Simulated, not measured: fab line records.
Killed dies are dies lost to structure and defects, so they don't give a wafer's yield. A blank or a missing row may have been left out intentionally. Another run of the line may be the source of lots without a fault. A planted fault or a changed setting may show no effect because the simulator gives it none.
Comparing a struck lot with a sound one ; flow nandHarc ; 15 steps out of a route of 1159
Sound: the wafers L117.1, L117.4, L117.5. Struck: wafer L132.6 (left out: L132.1, L132.4 of the same lot, which were not struck); the cause appears at the end.
Per side, at each step with rows, come the tool, then ch with its chambers, and then its first start. Under that, the readings that differ: sound wafers ; struck wafers ; difference of the means ; sigmas: that difference in standard deviations of wafers without a fault.
alike: a reading whose means differ by less than 2 such deviations, as well as words and numbers matching on both sides. not compared: withheld readings; readings where some wafer has no value; bounds like >300 that might hide an equal value; numbers whose values overlap and for which the record gives no deviation.
The two part at a step that has a row with sigmas, a row that says differs or no value, or rows on one side only. Numbers that have no deviation but don't overlap get no sigmas and don't part them. A reading that every wafer of one side lacks parts them only if that side has two wafers or more.

first, 1 step without rows for these wafers: NHARC_A_ONON_D1_DEP_00 (target thk 1000 nm).
NHARC_A_ONON_D1_THK_MEAS_02: measures by ellipsometry.
  sound on filmMetro-01 at day 7 21:20; struck on filmMetro-01 at day 11 11:59
  alike: thkNm
after that, 1 step with no rows for these wafers: NHARC_A_ONON_D1_DEP_03 (target thk 1000 nm).
NHARC_A_ONON_D1_THK_MEAS_05: measures by ellipsometry.
  sound on filmMetro-01 at day 7 21:55; struck on filmMetro-01 at day 11 12:33
  alike: thkNm
after that, 1 step with no rows for these wafers: NHARC_A_ONON_D1_DEP_06 (target thk 1000 nm).
NHARC_A_ONON_D1_THK_MEAS_08: measures by ellipsometry.
  sound on filmMetro-01 at day 7 22:29; struck on filmMetro-02 at day 11 13:07
  alike: thkNm
after that, 1 step with no rows for these wafers: NHARC_A_ONON_D1_DEP_09 (target thk 1000 nm).
NHARC_A_ONON_D1_THK_MEAS_11: measures by ellipsometry.
  sound on filmMetro-01 at day 7 23:03; struck on filmMetro-02 at day 11 13:41
  alike: thkNm
after that, 1 step with no rows for these wafers: NHARC_A_ONON_D1_DEP_12 (target thk 1000 nm).
NHARC_A_ONON_D1_THK_MEAS_14: measures by ellipsometry.
  sound on filmMetro-02 at day 7 23:37; struck on filmMetro-02 at day 11 14:17
  alike: thkNm
then, 1 step without rows for these wafers: NHARC_A_ONON_D1_ANNEAL_15 (time 3600 s).
NHARC_A_ONON_D1_DEP_16: target thk 1000 nm.
  sound on pecvdOnon-03 ch 0, day 8 06:12; struck on pecvdOnon-02 ch 0, day 11 21:10
NHARC_A_ONON_D1_THK_MEAS_18: measures by ellipsometry.
  sound on filmMetro-01 at day 8 06:42; struck on filmMetro-02 at day 11 21:41
reading;sound;struck;difference;sigmas
thkNm (nm);990 992 993;553;-439;-48
after that, 1 step with no rows for these wafers: NHARC_A_ONON_D1_DEP_19 (target thk 1000 nm).
-- record jumps: 12 days between struck wafers' starts before vs after; left off in module A_ONON_D1, resumes in module END, first step shown is number 1159 of the route --
NHARC_END_SORT_01:
  only the struck wafers appear in the record here, on prober-01 ch 0 at day 23 21:59; the sound ones have no rows

WHERE THEY PART
Last at NHARC_END_SORT_01 as far as this record goes, first at NHARC_A_ONON_D1_THK_MEAS_18.

WHY: whatever the simulator had introduced
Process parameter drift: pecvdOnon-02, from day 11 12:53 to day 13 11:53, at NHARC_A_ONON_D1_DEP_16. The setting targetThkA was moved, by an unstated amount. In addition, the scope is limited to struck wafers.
